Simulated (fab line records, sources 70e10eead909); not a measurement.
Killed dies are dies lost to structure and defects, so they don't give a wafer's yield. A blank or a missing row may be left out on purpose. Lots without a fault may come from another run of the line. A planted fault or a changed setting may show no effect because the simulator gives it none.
fab line records | flow nand_harc | part 2 of 2: steps 5 to 6 of 6
record lots=24 wafers=72 last_day=33
route steps=1302 shown A_CONTACT@1019 A_M0@1150
lots that met no fault: from a run of the same line without faults
start_h: hours from the record's first day to the start of the lot's first wafer shown | wait_h: hours since the lot's step before | " the same as in the row above | L1.1+2: a row that stands for several wafers | - no value, or no start given | * or withheld: withheld | < > ~ a bound
route shown NAME@n: a module of which the file shows steps, and the number in the route of the first | usual: mean/standard deviation of fault-free wafers | same: alike in all rows | chamber/n: place in a boat | sites: the reading at each site | _std_site: their standard deviation | _edge_site: outer sites' mean less inner sites' | radius_mm: how far each site lies from the wafer's centre | mask NAME#n: copy n | behind: the tool/chamber that last shaped the wafer | hold: why the lot was held/for how many hours/how that ended | device: the transistor (n, p or np) that didn't switch | end of line: the same wafers' tests at the end of the route | a step without rows: its recipe alone | killed: dies lost to structure and defects at the first sort, not the wafer's yield | map: a wafer's dies, x killed, . not, _ none there
set.NAME: the setting as run; set.NAME@STEP: as run at that earlier step | model.NAME: the simulator's own value behind a step, which no gauge read
steps of the route over a sample of lots; a table a step, a row a wafer
services: from which hour (start_h, from the record's first day; less than 0 if before it) a tool's chamber was out of use, for how many hours, and why
## steps
# step NHARC_A_M0_DESCUM_14
# recipe time_s=3 o2_flow_sccm=200 ar_flow_sccm=0 bias_power_w=0 chemistry=O2
# usual drypump_motor_current_A=5.8/0.4 oes_product_au=1.003/0.0092 rf_vpp_V=57.8/0.81 showerhead_plenum_p_Torr=1.93/0.085 throttle_valve_pct=11.310/0.0085
# columns lot.wafer tool chamber start_h wait_h drypump_motor_current_A oes_product_au rf_hours_counter_h rf_vpp_V showerhead_plenum_p_Torr throttle_valve_pct
L075.1 rie_diel-10 2 519.55 0.1 5.9 1.012 4.5 57.3 1.79 11.298
L075.5 " 0 " " 5.3 1.007 - 56.9 2.02 11.316
L075.6 " 1 " " 6.2 1.015 - 56.5 1.95 11.309
L074.1 rie_diel-10 1 521.10 0.1 6.2 1.009 4.8 58.5 1.95 11.305
L074.4 " 0 " " 5.3 1.006 4.8 57.8 2.02 11.306
L074.5 " 1 " " 6.2 1.016 - 58.4 1.95 11.312
L076.3 rie_diel-10 1 535.19 0.1 6.2 1.020 5.0 57.9 1.95 11.327
L076.2 " 0 " " 5.3 1.020 5.0 56.7 2.02 11.318
L076.4 " 0 " " 5.3 1.018 - 58.6 2.02 11.316
L078.3 rie_diel-10 2 560.67 0.1 5.9 0.995 6.0 57.3 1.79 11.306
L078.1 " 3 " " 5.9 1.004 6.1 58.7 1.95 11.310
L078.5 " 1 " " 6.2 1.009 - 58.9 1.95 11.320
L077.2 rie_diel-10 2 562.22 0.1 5.9 1.005 6.0 57.7 1.79 11.310
L077.5 " 1 " " 6.2 1.020 - 58.4 1.95 11.294
L077.6 " 2 " " 6.0 1.005 - 56.2 1.79 11.307
L079.3 rie_diel-10 3 577.40 0.1 5.9 1.016 6.4 57.2 1.95 11.316
L079.6 " 1 " " 6.2 1.009 - 59.3 1.95 11.297
L079.5 " 2 " " 5.9 1.016 - 58.1 1.79 11.296
L081.1 rie_diel-02 0 600.01 0.1 6.6 0.994 0.1 58.0 1.83 11.311
L081.2 " 2 " " 6.2 1.014 0.1 58.6 2.04 11.297
L081.3 " 3 " " 5.5 1.004 0.1 57.0 1.82 11.301
L082.3 rie_diel-02 2 604.72 0.1 6.2 0.994 0.2 57.2 2.04 11.311
L082.4 " 3 " " 5.5 0.995 0.3 58.5 1.82 11.299
L082.5 " 2 " " 6.2 1.001 - 57.4 2.04 11.314
L080.4 rie_diel-02 0 608.44 0.1 6.6 0.985 1.3 58.0 1.83 11.307
L080.6 " 3 " " 5.5 0.996 - 57.8 1.82 11.314
L080.5 " 0 " " 6.6 0.986 - 57.6 1.83 11.321
L083.1 rie_diel-10 1 613.46 0.1 6.2 1.002 0.2 57.5 1.95 11.326
L083.4 " 3 " " 5.9 1.005 0.1 55.6 1.95 11.315
L083.6 " 2 " " 6.0 0.991 - 57.7 1.79 11.308
L084.2 rie_diel-10 3 620.57 0.1 5.9 1.007 0.4 58.1 1.95 11.307
L084.3 " 0 " " 5.3 1.013 0.3 58.3 2.02 11.306
L084.6 " 2 " " 5.9 0.991 - 58.4 1.79 11.310
L087.2 rie_diel-10 0 635.84 0.1 5.3 1.006 1.8 58.4 2.02 11.311
L087.4 " 3 " " 5.9 1.000 1.4 57.9 1.95 11.306
L087.5 " 1 " " 6.2 1.011 - 59.4 1.95 11.310
L086.1 rie_diel-10 2 636.41 0.1 5.9 0.983 1.8 57.6 1.79 11.309
L086.4 " 3 " " 5.9 1.004 1.4 59.8 1.95 11.314
L086.6 " 2 " " 5.9 1.009 - 56.6 1.79 11.314
L085.4 rie_diel-10 3 642.00 0.1 5.9 0.986 1.8 57.8 1.95 11.320
L085.3 " 0 " " 5.3 1.004 2.6 58.0 2.02 11.305
L085.2 " 2 " " 6.0 0.999 2.2 57.0 1.79 11.316
L090.3 rie_diel-10 1 674.78 0.1 6.2 1.011 5.0 58.6 1.95 11.323
L090.1 " 3 " " 5.9 0.994 3.9 57.4 1.95 11.312
L090.6 " 0 " " 5.3 1.013 - 57.5 2.02 11.315
L089.3 rie_diel-10 2 676.02 0.1 5.9 0.990 4.5 57.6 1.79 11.321
L089.4 " 3 " " 5.9 0.987 3.9 57.2 1.95 11.307
L089.5 " 1 " " 6.2 1.002 - 56.7 1.95 11.292
L091.1 rie_diel-10 0 685.88 0.1 5.3 1.003 4.5 59.2 2.02 11.303
L091.4 " 2 " " 5.9 1.003 4.6 57.6 1.79 11.308
L091.3 " 3 " " 5.9 0.988 4.0 58.6 1.95 11.314
L088.2 rie_diel-10 1 691.85 0.1 6.2 1.011 5.2 57.4 1.95 11.304
L088.3 " 2 " " 5.9 0.997 4.7 58.1 1.79 11.311
L088.5 " 1 " " 6.2 1.006 - 59.3 1.95 11.320
L094.1 rie_diel-10 0 707.52 0.1 5.3 1.005 5.5 57.5 2.02 11.320
L094.4 " 1 " " 6.2 1.016 6.2 57.6 1.95 11.304
L094.5 " 0 " " 5.4 1.016 - 58.4 2.02 11.314
L092.2 rie_diel-13 1 709.55 0.1 5.5 0.987 0.1 57.8 1.99 11.294
L092.1 " 2 " " 5.5 1.000 0.0 57.7 1.99 11.326
L092.5 " 2 " " 5.5 0.996 - 58.0 1.99 11.319
L093.3 rie_diel-13 2 736.24 0.1 5.5 0.986 0.6 58.6 1.99 11.316
L093.6 " 2 " " 5.5 0.992 - 59.0 1.99 11.307
L093.5 " 3 " " 5.1 0.999 - 58.1 1.97 11.317
L096.1 rie_diel-10 3 738.36 0.1 5.9 0.986 7.2 56.5 1.95 11.331
L096.5 " 0 " " 5.4 0.995 - 59.9 2.02 11.304
L096.6 " 1 " " 6.2 1.006 - 58.4 1.95 11.305
L095.2 rie_diel-10 0 743.95 0.1 5.3 0.997 8.9 58.0 2.02 11.322
L095.5 " 1 " " 6.2 1.009 - 56.4 1.95 11.307
L095.6 " 2 " " 5.9 0.991 - 56.0 1.79 11.298
L097.1 rie_diel-13 1 753.29 0.1 5.4 0.995 1.0 56.7 1.99 11.301
L097.4 " 0 " " 6.1 1.001 0.8 58.3 1.85 11.315
L097.5 " 2 " " 5.5 1.005 - 57.3 1.99 11.324
# step NHARC_A_M0_STRIP_18
# recipe power_w=1000 n2_flow_sccm=150 h2_flow_sccm=150 ar_flow_sccm=0 bias_w=0 chemistry=N2/H2
# usual drypump_motor_current_A=5.7/0.49 oes_product_au=0.996/0.0099 rf_vpp_V=90.8/1 showerhead_plenum_p_Torr=2.05/0.089 throttle_valve_pct=14.170/0.0083
# columns lot.wafer tool chamber start_h wait_h drypump_motor_current_A oes_product_au rf_hours_counter_h rf_vpp_V showerhead_plenum_p_Torr throttle_valve_pct
L075.1 rie_diel-10 2 519.94 0.1 5.9 0.999 5 88.7 1.91 14.184
L075.5 " 1 " " 6.2 1.009 - 91.5 2.08 14.181
L075.6 " 2 " " 5.9 1.001 - 90.0 1.91 14.169
L074.1 rie_diel-02 3 521.50 0.1 5.5 1.012 7 90.3 1.93 14.180
L074.4 " 1 " " 4.9 1.001 - 92.0 1.98 14.175
L074.5 " 3 " " 5.5 0.995 - 90.9 1.93 14.168
L076.2 rie_diel-10 1 535.65 0.1 6.2 1.011 5 92.3 2.08 14.151
L076.3 " 2 " " 6.0 1.004 5 91.1 1.91 14.185
L076.4 " 1 " " 6.2 1.019 - 90.6 2.08 14.177
L078.3 rie_diel-02 1 561.03 0.1 4.9 1.006 13 90.4 1.97 14.164
L078.1 " 0 " " 6.6 0.990 13 91.4 1.95 14.169
L078.5 " 2 " " 6.2 1.004 - 89.7 2.18 14.177
L077.2 rie_diel-02 3 562.66 0.1 5.5 1.006 9 90.2 1.93 14.162
L077.6 " 0 " " 6.6 0.981 - 89.9 1.95 14.182
L077.5 " 1 " " 4.9 1.001 - 90.9 1.98 14.175
L079.3 rie_diel-13 0 577.81 0.1 6.2 0.988 3 90.9 1.98 14.167
L079.6 " 2 " " 5.5 0.996 - 90.8 2.13 14.165
L079.5 " 3 " " 5.1 0.998 - 91.5 2.10 14.174
L081.3 rie_diel-13 3 600.39 0.1 5.1 1.000 4 92.0 2.10 14.164
L081.2 " 1 " " 5.5 0.980 4 90.8 2.12 14.174
L081.1 " 2 " " 5.5 0.980 4 92.3 2.13 14.167
L082.4 rie_diel-13 2 605.09 0.1 5.5 0.988 5 90.8 2.12 14.164
L082.3 " 1 " " 5.5 0.994 4 91.5 2.12 14.162
L082.5 " 2 " " 5.5 0.989 - 90.6 2.13 14.171
L080.4 rie_diel-10 1 608.84 0.1 6.3 1.010 0 91.1 2.08 14.172
L080.6 " 0 " " 5.3 1.010 - 90.7 2.16 14.159
L080.5 " 1 " " 6.3 1.011 - 93.0 2.08 14.159
L083.4 rie_diel-10 2 613.83 0.1 5.9 1.000 0 88.7 1.91 14.168
L083.1 " 3 " " 5.9 1.003 0 91.3 2.08 14.172
L083.6 " 3 " " 5.9 1.003 - 91.0 2.08 14.175
L084.3 rie_diel-02 1 620.93 0.1 4.9 0.989 2 90.7 1.97 14.174
L084.2 " 2 " " 6.2 1.005 1 92.2 2.18 14.173
L084.6 " 1 " " 4.9 0.988 - 89.9 1.97 14.164
L087.4 rie_diel-02 0 636.27 0.1 6.6 0.980 3 90.6 1.95 14.182
L087.2 " 1 " " 4.9 0.987 2 90.2 1.97 14.170
L087.5 " 3 " " 5.5 1.003 - 88.9 1.93 14.181
L086.4 rie_diel-13 0 636.78 0.1 6.2 0.981 6 89.6 1.98 14.160
L086.1 " 2 " " 5.5 0.984 7 92.2 2.12 14.170
L086.6 " 1 " " 5.5 0.998 - 90.9 2.12 14.163
L085.3 rie_diel-13 0 642.39 0.1 6.2 0.994 6 89.0 1.98 14.166
L085.4 " 1 " " 5.5 0.981 6 90.1 2.12 14.154
L085.2 " 2 " " 5.5 0.996 8 91.4 2.12 14.163
L090.1 rie_diel-13 1 675.15 0.1 5.5 0.984 9 92.1 2.12 14.184
L090.3 " 3 " " 5.1 1.005 9 91.7 2.10 14.164
L090.6 " 1 " " 5.5 0.985 - 90.9 2.12 14.175
L089.3 rie_diel-02 1 676.40 0.1 4.9 0.994 6 91.2 1.97 14.169
L089.4 " 2 " " 6.2 1.003 5 91.1 2.18 14.173
L089.5 " 2 " " 6.2 0.997 - 91.2 2.18 14.164
L091.3 rie_diel-13 3 686.26 0.1 5.1 1.002 10 90.5 2.10 14.163
L091.1 " 1 " " 5.5 0.977 10 90.6 2.12 14.172
L091.4 " 2 " " 5.5 0.994 11 91.2 2.12 14.166
L088.2 rie_diel-13 1 692.22 0.1 5.5 0.965 10 91.2 2.12 14.169
L088.3 " 0 " " 6.2 0.990 9 88.4 1.98 14.168
L088.5 " 2 " " 5.5 0.986 - 91.6 2.12 14.160
L094.4 rie_diel-02 1 707.89 0.1 4.9 0.974 8 89.6 1.97 14.154
L094.1 " 3 " " 5.5 0.996 7 90.2 1.93 14.162
L094.5 " 2 " " 6.2 1.001 - 90.4 2.18 14.184
L092.1 rie_diel-02 2 709.97 0.1 6.2 0.999 7 91.4 2.18 14.164
L092.2 " 0 " " 6.6 0.988 8 90.2 1.94 14.161
L092.5 " 3 " " 5.5 0.990 - 89.4 1.93 14.174
L093.3 rie_diel-13 3 736.69 0.1 5.1 0.996 0 89.4 2.10 14.171
L093.6 " 0 " " 6.2 0.998 - 90.2 1.98 14.173
L093.5 " 1 " " 5.5 0.984 - 89.9 2.12 14.172
L096.1 rie_diel-13 0 738.78 0.2 6.2 0.997 1 90.3 1.98 14.164
L096.6 " 1 " " 5.5 0.999 - 90.5 2.12 14.171
L096.5 " 2 " " 5.5 0.989 - 89.8 2.12 14.165
L095.2 rie_diel-13 0 744.37 0.1 6.2 0.984 1 89.1 1.98 14.170
L095.5 " 1 " " 5.5 0.999 - 91.2 2.12 14.181
L095.6 " 2 " " 5.5 0.989 - 90.1 2.12 14.173
L097.4 rie_diel-10 0 753.69 0.1 5.4 1.001 9 92.2 2.16 14.162
L097.1 " 2 " " 5.9 0.997 9 90.4 1.90 14.173
L097.5 " 0 " " 5.3 1.002 - 91.4 2.16 14.172
## services
# columns tool chamber start_h hours kind
rie_diel-10 - 506.45 0.1 repair
rie_diel-02 0 516.20 3.8 repair
rie_diel-13 - 519.00 9.0 pm
rie_diel-13 1 530.47 5.3 repair
rie_diel-10 3 534.67 4.1 repair
rie_diel-10 2 538.61 5.5 repair
rie_diel-01 - 557.82 9.0 pm
rie_diel-10 1 562.81 3.9 repair
rie_diel-02 - 570.79 9.0 pm
rie_diel-10 - 582.01 0.2 repair
rie_diel-10 1 583.64 6.0 repair
rie_diel-13 2 586.73 9.8 repair
rie_diel-10 - 596.51 9.0 pm
rie_diel-13 2 612.35 4.9 repair
rie_diel-02 3 671.84 1.4 repair
rie_diel-13 - 674.27 0.3 repair
rie_diel-13 - 696.00 9.0 pm
rie_diel-13 - 705.33 0.1 repair
rie_diel-13 3 709.35 11.0 repair
rie_diel-02 1 713.27 9.7 repair
rie_diel-10 3 714.20 7.8 repair
rie_diel-10 1 718.69 11.0 repair
rie_diel-01 - 734.82 9.0 pm
rie_diel-02 - 734.93 4.1 repair
